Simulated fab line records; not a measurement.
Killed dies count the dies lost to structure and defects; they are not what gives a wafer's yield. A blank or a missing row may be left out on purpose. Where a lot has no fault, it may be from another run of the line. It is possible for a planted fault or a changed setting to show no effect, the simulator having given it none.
2 desks looking at one fault || flow nand_harc || only its own numbers are on each desk; what lay behind them is given at the end

FROM THE METROLOGY DESK
What the gauges read, lot by lot, whatever tool the lot ran on: means of the sampled wafers that have a number. The brackets show how far a lot's mean lies from the usual mean; more than 4 standard deviations puts the lot out of limits, marked OUT.
Columns: A = thk_nm at NHARC_THIN_TSV_THK_MEAS_02, usual 3017 nm
{"lot": "L798", "first seen here": "day 20 09:02", "A": 3005}
{"lot": "L802", "first seen here": "day 21 15:29", "A": 3055}
{"lot": "L803", "first seen here": "day 22 05:49", "A": 3245}
{"lot": "L804", "first seen here": "day 23 05:28", "A": 3314}
{"lot": "L806", "first seen here": "day 23 06:38", "A": 3256}
{"lot": "L808", "first seen here": "day 23 07:50", "A": 2830}
{"lot": "L813", "first seen here": "day 24 06:32", "A": 2921}
This desk's finding: nothing out of limits on any of the 7 lots.

FOR THE TOOL OWNER'S DESK: krf_scanner-01
The tool's own readings at NHARC_THIN_TSV_EXPOSE_09 (exposes mask TSV): means of the sampled wafers that have a number, for each lot that ran on this tool. The brackets show how far a lot's mean lies from the usual mean; more than 4 standard deviations puts the lot out of limits, marked OUT.
Columns: A = focus_offset_nm at NHARC_THIN_TSV_EXPOSE_09, usual 0.1 nm; B = stage_vel_mm_s at NHARC_THIN_TSV_EXPOSE_09, usual 500.03 mm/s
{"lot": "L802", "first seen here": "day 21 16:23", "A": -0.4, "B": 499.95}
{"lot": "L803", "first seen here": "day 22 06:37", "A": 0.7, "B": 500.11}
{"lot": "L804", "first seen here": "day 23 06:22", "A": -0.2, "B": 500.09}
{"lot": "L806", "first seen here": "day 23 07:25", "A": -0.4, "B": 500.20}
This desk's finding: nothing out of limits on any of the 4 lots.

BROUGHT TOGETHER
The metrology desk saw nothing out of limits.
The desk of the tool owner found nothing out of limits.

WHAT THE SIMULATOR HAD INSERTED
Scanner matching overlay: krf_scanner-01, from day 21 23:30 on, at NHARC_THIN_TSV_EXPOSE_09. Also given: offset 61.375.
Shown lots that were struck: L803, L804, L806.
